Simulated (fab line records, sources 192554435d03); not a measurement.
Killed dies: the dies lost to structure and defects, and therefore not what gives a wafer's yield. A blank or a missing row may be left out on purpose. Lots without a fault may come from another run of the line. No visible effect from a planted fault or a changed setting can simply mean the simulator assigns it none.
Chamber matching | flow n5 finfet | cvd co-01 running N5_BEOL_M3_CO_CAP_55: 3 sister chambers
The step material Co, precursor CCTBA/H2, target thk 2 nm, time 102.1 s. 3 wafers are shown with their chamber, then 10 later ones without.

WAFERS WITH THEIR CHAMBER
wafer  | chamber | heater power w (W)
L088.6 | 0       | 235
L087.1 | 2       | 233
L087.3 | 1       | 230

WAFERS MISSING THEIR CHAMBER
wafer  | heater power w (W)
L087.6 | 234
L091.1 | 237
L091.2 | 226
L091.6 | 228
L095.2 | 238
L095.3 | 236
L095.6 | 228
L096.1 | 241
L096.4 | 235
L096.6 | 228

WHICH CHAMBER EACH ONE RAN IN
wafer  | from the rows above          | in truth
L087.6 | can't be placed: 0 or 2 or 1 | 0
L091.1 | can't be placed: 0 or 2 or 1 | 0
L091.2 | can't be placed: 1 or 2 or 0 | 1
L091.6 | can't be placed: 1 or 2 or 0 | 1
L095.2 | can't be placed: 0 or 2 or 1 | 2
L095.3 | can't be placed: 0 or 2 or 1 | 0
L095.6 | can't be placed: 1 or 2 or 0 | 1
L096.1 | can't be placed: 0 or 2 or 1 | 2
L096.4 | can't be placed: 0 or 2 or 1 | 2
L096.6 | can't be placed: 1 or 2 or 0 | 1
Correct placement for 0 of the 10. From these rows, 10 cannot be placed; in 10 the true chamber is one of the candidates. Number placed wrongly: 0.
How it was worked out, from the rows above alone: a wafer's distance from a chamber is the root of the sum, over the readings, of the square of ((its reading less the chamber's mean) divided by the reading's scatter). If the next closest chamber is less than 2 further off than the closest, the wafer can't be placed; otherwise it belongs to the closest. Each chamber's mean is taken over the wafers shown for it. The scatter: with one shown wafer a chamber, the root of the mean of the squares of how far each hidden wafer lies from its nearest shown one.
